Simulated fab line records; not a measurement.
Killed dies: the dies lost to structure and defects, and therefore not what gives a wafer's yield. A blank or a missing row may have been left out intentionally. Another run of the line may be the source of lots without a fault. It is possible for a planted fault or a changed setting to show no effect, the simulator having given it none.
fab line records -- flow nand_harc
[record] lots = 6, wafers = 18, last_day = 33
route steps=1302 shown P_M0@282 P_M1@285 END@1302
lots that met no fault: from a run of the same line without faults
start_h: the number of hours between the record's first day and the start of the first shown wafer of the lot -- wait_h: time in hours since the lot's previous step -- " unchanged from the row above -- L1.1+2: a row that stands for several wafers -- - no value, or no start was given -- * or withheld: withheld -- < > ~ a bound
route shown NAME@n: NAME is a module with steps in the file, n the number in the route of the first one -- usual: average and standard deviation across the fault-free wafers -- same: alike in all rows -- chamber/n: place in a boat -- sites: each site's reading -- _std_site: their standard deviation -- _edge_site: outer sites' mean less inner sites' -- radius_mm: for every site, how far away it sits from the centre of the wafer -- mask NAME#n: copy n -- behind: tool/chamber where the wafer was last shaped -- hold: why the lot went on hold/how many hours it stayed there/how the hold came to an end -- device: the n, p or np transistor that did not switch -- end of line: the tests these same wafers got at the end of their route -- a step without rows: its recipe alone -- killed: the dies lost at the first sort to structure and to defects; this is not the yield of the wafer -- map: the dies of a wafer, with x for killed, . for not killed, _ for no die there
set.NAME: the setting as run; set.NAME@STEP: as run at that earlier step -- model.NAME: the simulator's own value behind a step, which no gauge read
lots at selected steps of the route; one table per step, one row per wafer
services: from which hour (start_h, from the record's first day; less than 0 if before it) a tool's chamber was out of use, for how many hours, and why
[[steps]]
[step NHARC_P_M0_INSPECT_27]
[usual] raw_defect_count = 279/120
lot.wafer,tool,chamber,start_h,wait_h,raw_defect_count
L110.1,defect_inspect-02,-,135.47,0.0,195
L110.5,defect_inspect-02,-,135.47,0.0,395
L110.6,defect_inspect-02,-,135.47,0.0,375
L114.3,defect_inspect-02,-,171.53,0.0,216
L114.4,defect_inspect-02,-,171.53,0.0,157
L114.6,defect_inspect-02,-,171.53,0.0,143
L122.2,defect_inspect-02,-,270.44,0.0,273
L122.3,defect_inspect-02,-,270.44,0.0,485
L122.4,defect_inspect-02,-,270.44,0.0,388
L124.2,defect_inspect-02,-,271.29,0.0,250
L124.5,defect_inspect-02,-,271.29,0.0,249
L124.6,defect_inspect-02,-,271.29,0.0,230
L127.2,defect_inspect-01,-,305.50,0.0,290
L127.3,defect_inspect-01,-,305.50,0.0,192
L127.4,defect_inspect-01,-,305.50,0.0,143
L132.1,defect_inspect-02,-,355.58,0.0,172
L132.3,defect_inspect-02,-,355.58,0.0,229
L132.6,defect_inspect-02,-,355.58,0.0,265
[step NHARC_P_M0_PRE_CLEAN_31]
[recipe] time_s = 12, temp_c = 370, rf_power_w = 300, gas = NH3
[usual] heater_power_w = 619/87, susceptor_temp_C = 370.03/0.22
lot.wafer,tool,chamber,start_h,wait_h,heater_power_w,susceptor_temp_C
L110.1,pecvd-04,1,135.78,0.3,482,370.05
L110.5,pecvd-04,2,135.78,0.3,551,369.60
L110.6,pecvd-04,0,135.78,0.3,660,369.90
L114.3,pecvd-03,0,171.62,0.1,717,370.14
L114.6,pecvd-03,1,171.62,0.1,721,369.95
L114.4,pecvd-03,2,171.62,0.1,629,369.80
L122.3,pecvd-03,1,270.52,0.1,714,370.23
L122.2,pecvd-03,2,270.52,0.1,651,370.11
L122.4,pecvd-03,2,270.52,0.1,651,369.98
L124.2,pecvd-03,2,271.37,0.1,615,370.10
L124.5,pecvd-03,2,271.37,0.1,611,369.98
L124.6,pecvd-03,0,271.37,0.1,690,369.84
L127.3,pecvd-02,1,305.57,0.1,622,370.30
L127.2,pecvd-02,0,305.57,0.1,567,369.69
L127.4,pecvd-02,1,305.57,0.1,621,370.16
L132.1,pecvd-02,0,355.66,0.1,614,369.81
L132.3,pecvd-02,1,355.66,0.1,645,369.95
L132.6,pecvd-02,2,355.66,0.1,460,369.95
[step NHARC_P_M0_DEP_32]
[recipe] target_thk_a = 300, temp_c = 370, target_thk_nm = 30, pressure_torr = 3, flow_sccm = 200, rf_w = 450, material = SiCN
[usual] heater_power_w = 564/86, susceptor_temp_C = 370.00/0.21
lot.wafer,tool,chamber,start_h,wait_h,heater_power_w,susceptor_temp_C
L110.1,pecvd-04,1,135.86,0.1,530,370.04
L110.5,pecvd-04,2,135.86,0.1,495,369.91
L110.6,pecvd-04,0,135.86,0.1,667,369.71
L114.3,pecvd-03,0,171.76,0.1,574,369.82
L114.6,pecvd-03,1,171.76,0.1,597,370.08
L114.4,pecvd-03,2,171.76,0.1,512,369.93
L122.3,pecvd-03,1,270.63,0.1,620,370.24
L122.2,pecvd-03,2,270.63,0.1,577,369.88
L122.4,pecvd-03,2,270.63,0.1,578,369.89
L124.2,pecvd-03,2,271.48,0.1,581,370.16
L124.5,pecvd-03,2,271.48,0.1,573,369.74
L124.6,pecvd-03,0,271.48,0.1,608,370.07
L127.3,pecvd-02,1,305.65,0.1,522,369.88
L127.2,pecvd-02,0,305.65,0.1,521,370.56
L127.4,pecvd-02,1,305.65,0.1,504,369.73
L132.1,pecvd-02,0,355.77,0.1,578,369.87
L132.3,pecvd-02,1,355.77,0.1,533,370.04
L132.6,pecvd-02,2,355.77,0.1,387,370.26
[step NHARC_P_M1_DEP_00]
[recipe] target_thk_a = 1825, target_thk_nm = 182.5, temp_c = withheld, pressure_torr = 5, flow_sccm = 200, rf_w = 600, material = SiOC
[step NHARC_P_M1_DEHYDRATE_01]
[recipe] temp_c = 150, time_s = 120
[step NHARC_P_M1_HMDS_02]
[recipe] time_s = 30
[step NHARC_P_M1_COAT_34]
[recipe] temp_c = 200, time_s = 65
[step NHARC_P_M1_COAT_03]
[recipe] spin_rpm = 1500, resist_thk_nm = 90
[step NHARC_P_M1_SOFTBAKE_04]
[recipe] temp_c = 105, time_s = 55
[step NHARC_P_M1_EBR_05]
[step NHARC_P_M1_EXPOSE_06]
[recipe] na = 1.35, target_cd_nm = 130, dose_mj = 81.88, mask_id = P_M1
[step NHARC_P_M1_PEB_07]
[recipe] peb_temp_c = 100, peb_time_s = 65
[usual] heater_power_total_W = 156.6/0.43
lot.wafer,tool,chamber,start_h,wait_h,heater_power_total_W
L110.1,litho_track-01,0,136.90,0.1,156.7
L110.5,litho_track-01,0,136.90,0.1,157.0
L110.6,litho_track-01,0,136.90,0.1,157.2
L114.3,litho_track-04,0,172.72,0.0,157.1
L114.4,litho_track-04,0,172.72,0.0,157.1
L114.6,litho_track-04,0,172.72,0.0,156.4
L122.2,litho_track-01,0,271.73,0.1,177.6
L122.3,litho_track-01,0,271.73,0.1,177.8
L122.4,litho_track-01,0,271.73,0.1,179.0
L124.2,litho_track-01,0,272.61,0.1,177.5
L124.5,litho_track-01,0,272.61,0.1,177.9
L124.6,litho_track-01,0,272.61,0.1,178.4
L127.2,litho_track-06,0,306.82,0.1,155.9
L127.3,litho_track-06,0,306.82,0.1,157.0
L127.4,litho_track-06,0,306.82,0.1,156.1
L132.1,litho_track-01,0,356.87,0.1,156.6
L132.3,litho_track-01,0,356.87,0.1,156.0
L132.6,litho_track-01,0,356.87,0.1,156.4
[step NHARC_P_M1_DEVELOP_08]
[recipe] develop_time_s = 35, dev_temp_c = 23
[step NHARC_P_M1_CD_MEAS_09]
[recipe] target_cd_nm = 130, landing_energy_ev = 500
[usual] cd_nm = 129.7/0.64
lot.wafer,tool,chamber,start_h,wait_h,cd_nm
L110.1,cd_sem-03,0,136.98,-,130.5
L110.5,cd_sem-03,0,136.98,-,131.0
L110.6,cd_sem-03,0,136.98,-,129.2
L114.3,cd_sem-03,0,172.80,-,130.2
L114.4,cd_sem-03,0,172.80,-,130.0
L114.6,cd_sem-03,0,172.80,-,130.0
L122.2,cd_sem-02,0,271.81,-,121.6
L122.3,cd_sem-02,0,271.81,-,121.5
L122.4,cd_sem-02,0,271.81,-,120.2
L124.2,cd_sem-02,0,272.69,-,122.0
L124.5,cd_sem-02,0,272.69,-,120.8
L124.6,cd_sem-02,0,272.69,-,121.5
L127.2,cd_sem-02,0,306.90,-,129.2
L127.3,cd_sem-02,0,306.90,-,129.9
L127.4,cd_sem-02,0,306.90,-,129.4
L132.1,cd_sem-02,0,356.94,-,130.6
L132.3,cd_sem-02,0,356.94,-,129.7
L132.6,cd_sem-02,0,356.94,-,130.7
[step NHARC_P_M1_OVL_MEAS_10]
[recipe] pitch_nm = 260
[usual] overlay_x_nm = 0.0/0.86, overlay_y_nm = 0.0/0.73
lot.wafer,tool,chamber,start_h,wait_h,overlay_x_nm,overlay_y_nm
L110.1,overlay-01,-,137.07,-,0.4,0.0
L110.5,overlay-01,-,137.07,-,-0.3,0.1
L110.6,overlay-01,-,137.07,-,-0.5,0.8
L114.3,overlay-02,-,172.89,-,-1.8,-0.4
L114.4,overlay-02,-,172.89,-,-1.5,-0.8
L114.6,overlay-02,-,172.89,-,-1.4,-0.8
L122.2,overlay-02,-,271.90,-,1.0,-0.3
L122.3,overlay-02,-,271.90,-,0.6,-0.8
L122.4,overlay-02,-,271.90,-,0.7,-1.4
L124.2,overlay-02,-,272.77,-,0.9,-0.6
L124.5,overlay-02,-,272.77,-,0.5,-0.6
L124.6,overlay-02,-,272.77,-,1.6,-0.7
L127.2,overlay-02,-,306.99,-,0.1,-0.6
L127.3,overlay-02,-,306.99,-,-0.4,-0.7
L127.4,overlay-02,-,306.99,-,-0.1,-0.4
L132.1,overlay-02,-,357.03,-,0.6,-0.3
L132.3,overlay-02,-,357.03,-,-0.1,-0.3
L132.6,overlay-02,-,357.03,-,0.4,-0.7
[step NHARC_P_M1_INSPECT_11]
[usual] raw_defect_count = 4.6/2.3
lot.wafer,tool,chamber,start_h,wait_h,raw_defect_count
L110.1,defect_inspect-02,-,137.10,0.0,6
L110.5,defect_inspect-02,-,137.10,0.0,2
L110.6,defect_inspect-02,-,137.10,0.0,1
L114.3,defect_inspect-01,-,172.92,0.0,5
L114.4,defect_inspect-01,-,172.92,0.0,3
L114.6,defect_inspect-01,-,172.92,0.0,3
L122.2,defect_inspect-02,-,271.93,0.0,5
L122.3,defect_inspect-02,-,271.93,0.0,7
L122.4,defect_inspect-02,-,271.93,0.0,9
L124.2,defect_inspect-01,-,272.81,0.0,2
L124.5,defect_inspect-01,-,272.81,0.0,8
L124.6,defect_inspect-01,-,272.81,0.0,3
L127.2,defect_inspect-02,-,307.02,0.0,6
L127.3,defect_inspect-02,-,307.02,0.0,8
L127.4,defect_inspect-02,-,307.02,0.0,5
L132.1,defect_inspect-01,-,357.07,0.0,2
L132.3,defect_inspect-01,-,357.07,0.0,4
L132.6,defect_inspect-01,-,357.07,0.0,5
[step NHARC_P_M1_DESCUM_14]
[recipe] time_s = 3, o2_flow_sccm = 200, ar_flow_sccm = 0, bias_power_w = 0, chemistry = O2
[usual] drypump_motor_current_A = 5.6/0.5, oes_product_au = 1.000/0.012, rf_vpp_V = 57.8/0.93, showerhead_plenum_p_Torr = 1.92/0.092, throttle_valve_pct = 11.312/0.0095
lot.wafer,tool,chamber,start_h,wait_h,drypump_motor_current_A,oes_product_au,rf_hours_counter_h,rf_vpp_V,showerhead_plenum_p_Torr,throttle_valve_pct,model.P_M1.cd_nm
L110.1,rie_diel-03,0,137.19,0.1,5.5,1.014,8,56.8,1.86,11.314,131.2
L110.6,rie_diel-03,1,137.19,0.1,4.7,1.002,-,58.0,1.80,11.308,129.2
L110.5,rie_diel-03,2,137.19,0.1,5.9,0.993,-,56.8,1.95,11.307,131.6
L114.3,rie_diel-07,1,173.00,0.1,6.4,1.002,5,59.2,1.95,11.309,130.1
L114.4,rie_diel-07,3,173.00,0.1,5.2,1.008,-,58.5,1.87,11.312,130.5
L114.6,rie_diel-07,1,173.00,0.1,6.4,0.997,-,57.8,1.95,11.323,129.7
L122.4,rie_diel-06,2,272.00,0.1,5.7,1.015,8,57.7,1.94,11.319,119.3
L122.3,rie_diel-06,3,272.00,0.1,5.8,1.007,8,57.3,2.06,11.327,120.5
L122.2,rie_diel-06,0,272.00,0.1,5.9,0.988,9,57.0,2.05,11.313,121.1
L124.2,rie_diel-06,3,272.87,0.1,5.8,1.009,9,58.2,2.06,11.310,121.8
L124.5,rie_diel-06,3,272.87,0.1,5.8,1.011,-,57.8,2.06,11.303,120.6
L124.6,rie_diel-06,0,272.87,0.1,5.9,0.987,-,59.5,2.05,11.325,121.2
L127.4,rie_diel-03,0,307.08,0.1,5.4,1.008,5,57.0,1.84,11.315,130.6
L127.2,rie_diel-03,1,307.08,0.1,4.7,1.005,5,56.6,1.78,11.331,129.8
L127.3,rie_diel-03,2,307.08,0.1,5.8,0.990,5,57.9,1.94,11.330,130.4
L132.1,rie_diel-06,2,357.13,0.1,5.7,0.983,2,56.7,1.94,11.311,130
L132.3,rie_diel-06,0,357.13,0.1,5.9,0.985,1,57.8,2.05,11.302,129.7
L132.6,rie_diel-06,2,357.13,0.1,5.7,0.990,-,58.8,1.94,11.312,129.8
[step NHARC_P_M1_ETCH_35]
[recipe] target_depth_a = 400, overetch_a = 120, time_s = 43.94, ion_energy_ev = 200, n2_flow_sccm = 150, h2_flow_sccm = 150, ar_flow_sccm = 0, rf_w = 400, bias_w = 150, chemistry = N2/H2
[usual] drypump_motor_current_A = 5.7/0.48, oes_product_au = 1.000/0.012, rf_vpp_V = 431.0/2.8, showerhead_plenum_p_Torr = 2.06/0.098, throttle_valve_pct = 14.171/0.0087
lot.wafer,tool,chamber,start_h,wait_h,drypump_motor_current_A,oes_product_au,rf_hours_counter_h,rf_vpp_V,showerhead_plenum_p_Torr,throttle_valve_pct
L110.1,rie_diel-03,0,137.39,0.2,5.4,0.992,8,428.6,1.98,14.163
L110.6,rie_diel-03,2,137.39,0.2,5.8,0.986,-,432.6,2.08,14.171
L110.5,rie_diel-03,3,137.39,0.2,5.9,0.988,-,434.2,2.11,14.167
L114.3,rie_diel-07,2,173.09,0.1,6.4,0.991,5,428.3,1.99,14.168
L114.4,rie_diel-07,2,173.09,0.1,6.4,0.984,-,428.5,1.99,14.186
L114.6,rie_diel-07,3,173.09,0.1,5.2,1.020,-,428.9,1.99,14.178
L122.2,rie_diel-06,3,272.08,0.1,5.8,1.006,8,434.9,2.21,14.176
L122.3,rie_diel-06,0,272.08,0.1,6.0,0.972,9,434.9,2.19,14.167
L122.4,rie_diel-06,1,272.08,0.1,5.0,1.004,9,428.3,1.94,14.177
L124.2,rie_diel-06,2,272.95,0.1,5.7,1.024,8,432.2,2.07,14.184
L124.5,rie_diel-06,2,272.95,0.1,5.7,1.014,-,431.9,2.07,14.168
L124.6,rie_diel-06,3,272.95,0.1,5.9,1.012,-,435.7,2.20,14.157
L127.3,rie_diel-03,0,307.17,0.1,5.5,1.012,5,427.9,1.96,14.174
L127.2,rie_diel-03,1,307.17,0.1,4.7,1.009,5,427.8,1.90,14.163
L127.4,rie_diel-03,2,307.17,0.1,5.8,0.984,5,432.1,2.07,14.183
L132.3,rie_diel-06,3,357.21,0.1,5.9,0.986,3,434.7,2.20,14.178
L132.1,rie_diel-06,2,357.21,0.1,5.7,0.989,2,429.0,2.07,14.163
L132.6,rie_diel-06,0,357.21,0.1,5.9,0.979,-,434.2,2.19,14.161
[step NHARC_P_M1_ETCH_15]
[recipe] target_depth_a = 1825, time_s = 91.2, c4f8_flow_sccm = withheld, ar_flow_sccm = 400, rf_w = 600, bias_w = 300, chemistry = C4F8/Ar
[usual] oes_product_au = 0.952/0.023, rf_vpp_V = 441.2/2.9
lot.wafer,tool,chamber,start_h,wait_h,oes_product_au,rf_hours_counter_h,rf_vpp_V
L110.1,rie_diel-03,3,-,-,0.926,8,443.9
L110.5,rie_diel-03,2,-,-,0.904,-,442.7
L110.6,rie_diel-03,3,-,-,0.922,-,442.7
L114.3,rie_diel-07,2,-,-,0.955,5,439.1
L114.4,rie_diel-07,2,-,-,0.943,-,440.5
L114.6,rie_diel-07,3,-,-,0.984,-,438.5
L122.2,rie_diel-06,1,-,-,0.960,9,437.9
L122.3,rie_diel-06,2,-,-,0.980,8,442.3
L122.4,rie_diel-06,0,-,-,0.959,9,444.8
L124.2,rie_diel-06,2,-,-,0.944,8,442.4
L124.6,rie_diel-06,2,-,-,0.940,-,440.6
L124.5,rie_diel-06,3,-,-,0.927,-,445.5
L127.3,rie_diel-03,3,-,-,0.986,6,441.6
L127.4,rie_diel-03,0,-,-,0.977,5,438.9
L127.2,rie_diel-03,1,-,-,0.967,5,435.9
L132.3,rie_diel-06,0,-,-,0.966,1,445.0
L132.1,rie_diel-06,1,-,-,0.972,3,438.7
L132.6,rie_diel-06,3,-,-,0.965,-,443.9
[step NHARC_P_M1_CD_MEAS_16]
[usual] cd_nm = 129.6/0.87
lot.wafer,tool,chamber,start_h,wait_h,cd_nm
L110.1,cd_sem-01,-,138.20,-,130.7
L110.5,cd_sem-01,-,138.20,-,131.6
L110.6,cd_sem-01,-,138.20,-,129.2
L114.3,cd_sem-02,-,173.34,-,129.6
L114.4,cd_sem-02,-,173.34,-,130.3
L114.6,cd_sem-02,-,173.34,-,130.1
L122.2,cd_sem-03,-,272.30,-,121.6
L122.3,cd_sem-03,-,272.30,-,120.3
L122.4,cd_sem-03,-,272.30,-,119.5
L124.2,cd_sem-03,-,273.18,-,122.0
L124.5,cd_sem-03,-,273.18,-,120.8
L124.6,cd_sem-03,-,273.18,-,121.6
L127.2,cd_sem-01,-,307.39,-,129.7
L127.3,cd_sem-01,-,307.39,-,130.6
L127.4,cd_sem-01,-,307.39,-,130.7
L132.1,cd_sem-02,-,357.43,-,129.4
L132.3,cd_sem-02,-,357.43,-,129.7
L132.6,cd_sem-02,-,357.43,-,130.0
[step NHARC_P_M1_STRIP_18]
[recipe] power_w = 1000, n2_flow_sccm = 150, h2_flow_sccm = 150, ar_flow_sccm = 0, bias_w = 0, chemistry = N2/H2
[usual] drypump_motor_current_A = 5.7/0.52, oes_product_au = 1.000/0.011, rf_vpp_V = 90.6/0.95, showerhead_plenum_p_Torr = 2.03/0.088, throttle_valve_pct = 14.171/0.0095
lot.wafer,tool,chamber,start_h,wait_h,drypump_motor_current_A,oes_product_au,rf_hours_counter_h,rf_vpp_V,showerhead_plenum_p_Torr,throttle_valve_pct
L110.1,rie_diel-07,3,138.53,0.3,5.2,1.013,0,91.1,1.99,14.158
L110.5,rie_diel-07,3,138.53,0.3,5.2,1.007,-,91.1,1.99,14.161
L110.6,rie_diel-07,2,138.53,0.3,6.4,0.984,-,90.4,1.99,14.167
L114.3,rie_diel-03,1,173.40,0.1,4.7,1.004,23,89.4,1.91,14.167
L114.4,rie_diel-03,0,173.40,0.1,5.4,1.004,19,89.6,1.98,14.168
L114.6,rie_diel-03,1,173.40,0.1,4.7,1.007,-,90.5,1.91,14.160
L122.2,rie_diel-07,0,272.37,0.1,5.4,0.998,9,90.0,1.92,14.183
L122.3,rie_diel-07,2,272.37,0.1,6.4,0.974,15,91.1,1.99,14.176
L122.4,rie_diel-07,3,272.37,0.1,5.2,1.013,-,90.0,1.99,14.171
L124.2,rie_diel-07,2,273.25,0.1,6.3,0.979,15,89.1,1.99,14.189
L124.6,rie_diel-07,2,273.25,0.1,6.4,0.981,-,89.5,1.99,14.160
L124.5,rie_diel-07,3,273.25,0.1,5.2,1.023,-,90.0,1.99,14.167
L127.2,rie_diel-03,2,307.46,0.1,5.8,0.994,5,91.8,2.07,14.175
L127.3,rie_diel-03,0,307.46,0.1,5.4,1.005,5,92.0,1.96,14.154
L127.4,rie_diel-03,1,307.46,0.1,4.7,1.015,5,88.7,1.90,14.180
L132.1,rie_diel-06,0,357.51,0.1,6.0,0.997,1,92.2,2.19,14.184
L132.3,rie_diel-06,1,357.51,0.1,4.9,0.995,3,91.0,1.94,14.157
L132.6,rie_diel-06,1,357.51,0.1,4.9,0.987,-,89.0,1.94,14.149
[step NHARC_P_M1_ETCH_28]
[recipe] target_depth_a = 300, over_etch_frac = 0.3, time_s = 72.99, ion_energy_ev = 150, cf4_flow_sccm = 50, n2_flow_sccm = 100, ar_flow_sccm = 150, rf_w = 300, bias_w = 100, chemistry = CF4/N2
[usual] drypump_motor_current_A = 5.7/0.52, oes_product_au = 0.997/0.013, rf_vpp_V = 313.9/1.9, showerhead_plenum_p_Torr = 2.61/0.1, throttle_valve_pct = 19.794/0.0091
lot.wafer,tool,chamber,start_h,wait_h,drypump_motor_current_A,oes_product_au,rf_hours_counter_h,rf_vpp_V,showerhead_plenum_p_Torr,throttle_valve_pct,model.P_M1.cd_nm
L110.1,rie_diel-07,2,-,-,6.3,0.977,2,314.5,2.57,19.789,131.1
L110.5,rie_diel-07,2,-,-,6.3,0.975,-,312.9,2.57,19.795,132.2
L110.6,rie_diel-07,3,-,-,5.2,1.003,-,313.1,2.57,19.782,129.2
L114.4,rie_diel-03,3,-,-,5.9,1.003,20,315.5,2.70,19.805,131.1
L114.3,rie_diel-03,1,-,-,4.7,1.000,23,311.2,2.47,19.792,130.6
L114.6,rie_diel-03,2,-,-,5.8,0.988,-,314.6,2.67,19.779,130.8
L122.3,rie_diel-07,2,-,-,6.4,0.988,15,313.0,2.57,19.791,119.9
L122.2,rie_diel-07,3,-,-,5.2,1.022,13,312.5,2.57,19.807,121.1
L122.4,rie_diel-07,0,-,-,5.4,1.000,-,311.2,2.49,19.797,119.6
L124.2,rie_diel-07,0,-,-,5.5,0.998,9,310.6,2.49,19.782,121.4
L124.6,rie_diel-07,3,-,-,5.2,1.014,-,315.0,2.57,19.779,121.8
L124.5,rie_diel-07,0,-,-,5.5,0.993,-,313.3,2.49,19.779,120.6
L127.3,rie_diel-03,3,-,-,5.8,1.008,6,315.2,2.69,19.801,130.1
L127.4,rie_diel-03,1,-,-,4.7,0.999,5,310.7,2.46,19.787,130.1
L127.2,rie_diel-03,2,-,-,5.8,0.989,5,316.3,2.66,19.803,129.5
L132.1,rie_diel-06,3,-,-,5.9,0.988,3,317.6,2.82,19.794,129.6
L132.3,rie_diel-06,0,-,-,6.0,0.984,1,317.1,2.81,19.806,129.3
L132.6,rie_diel-06,2,-,-,5.7,0.986,-,314.7,2.66,19.797,129.1
[step NHARC_P_M1_STRIP_19]
[recipe] time_s = 600, temp_c = 30, chemistry = post_etch_residue_remover
[step NHARC_END_SORT_01]
[recipe] temp_c = 25
[usual] defect_limited_yield = 91.1/2.9, killed_at_array = 55/20, killed_at_other = 0.7/0.96, killed_at_periphery = 4.1/2.4, killed_dies = 60/20, killed_open = 3.3/1.9, killed_short = 2.8/1.6
[same] gross_dies = 677
lot.wafer,tool,chamber,start_h,wait_h,defect_limited_yield[%],killed_at_array,killed_at_other,killed_at_periphery,killed_dies,killed_open,killed_short
L110.1,prober-02,0,576.87,2.5,96.5,19,1,4,24,1,1
L110.5,prober-02,0,580.10,3.7,96.9,18,2,1,21,2,1
L110.6,prober-02,0,580.91,4.0,96.9,18,1,2,21,1,2
// killed by level:class
L110.1 A_CHANNEL_HOLE_D2:chamber_film_flake=9 P_M1:chamber_film_flake=4 A_CONTACT:chamber_film_flake=4 A_CHANNEL_FILL_D2:geometric_particle:open=1 A_WL_FILL:geometric_particle:short=1 A_DECK1_JOINT:chamber_film_flake=1 A_STAIRCASE:chamber_film_flake=1 A_WL_FILL:chamber_film_flake=1
L110.5 A_CONTACT:chamber_film_flake=7 A_CONTACT:unspecified=4 A_CHANNEL_HOLE_D2:chamber_film_flake=3 A_CHANNEL_HOLE_D1:geometric_particle:open=1 A_CHANNEL_FILL_D1:geometric_particle:short=1 A_M1:geometric_particle:open=1 P_M1:chamber_film_flake=1 A_CHANNEL_HOLE_D1:chamber_film_flake=1
L110.6 A_CHANNEL_HOLE_D2:chamber_film_flake=7 A_CHANNEL_HOLE_D1:chamber_film_flake=3 A_STAIRCASE:chamber_film_flake=3 A_CONTACT:unspecified=2 P_M0:geometric_particle:short=1 A_M0:geometric_particle:short=1 A_M0:geometric_particle:open=1 P_M1:chamber_film_flake=1
[[services]]
tool,chamber,start_h,hours,kind
rie_diel-07,-,118.23,9.0,pm
rie_diel-06,-,130.23,9.0,pm
rie_diel-07,3,131.52,6.8,repair
rie_diel-03,0,154.93,6.6,repair
litho_track-01,-,155.00,7.0,pm
pecvd-02,-,176.27,1.7,repair
rie_diel-06,3,181.61,3.9,repair
pecvd-03,-,185.02,13.0,pm
rie_diel-07,1,191.67,3.2,repair
rie_diel-03,-,207.70,0.6,repair
pecvd-02,-,210.41,5.7,repair
rie_diel-07,-,211.41,0.9,repair
pecvd-02,-,227.34,13.0,pm
pecvd-03,-,243.28,0.3,repair
rie_diel-07,1,257.86,26.7,repair
rie_diel-03,-,281.48,9.0,pm
rie_diel-07,-,295.23,9.0,pm
rie_diel-03,0,296.72,7.0,repair
rie_diel-06,-,307.23,9.0,pm
rie_diel-03,-,310.48,0.7,repair
litho_track-01,-,330.00,7.0,pm
rie_diel-06,-,333.76,0.1,repair
rie_diel-03,3,337.30,47.2,repair
pecvd-02,2,347.30,4.7,repair
[[key]]
[first_sign] step = NHARC_P_M1_PEB_07, reading = heater_power_total_W, direction = up, sigmas = 50, usual = *, struck = *
[effect] step = NHARC_P_M1_CD_MEAS_09, reading = cd_nm, direction = down, sigmas = 13, usual = 129.7, struck = 121.3
[effect] step = NHARC_P_M1_CD_MEAS_16, reading = cd_nm, direction = down, sigmas = 9.9, usual = 129.6, struck = 120.9
[model_effect] step = NHARC_P_M1_DESCUM_14, value = P_M1.cd_nm, without = 129.7, struck = 120.7
[model_effect] step = NHARC_P_M1_ETCH_28, value = P_M1.cd_nm, without = 129.7, struck = 120.7
met_at NHARC_P_M1_PEB_07
struck_wafers L122.2,L122.3,L122.4,L124.2,L124.5,L124.6
onset_between 136.90 271.73
[fault] kind = process_parameter_drift, tool = litho_track-01, chamber = -, onset_h = 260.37, steps = NHARC_P_M1_PEB_07, channel = peb_time_s, offset = *, shape = step, end_h = 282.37, acts_in = *, stated = *
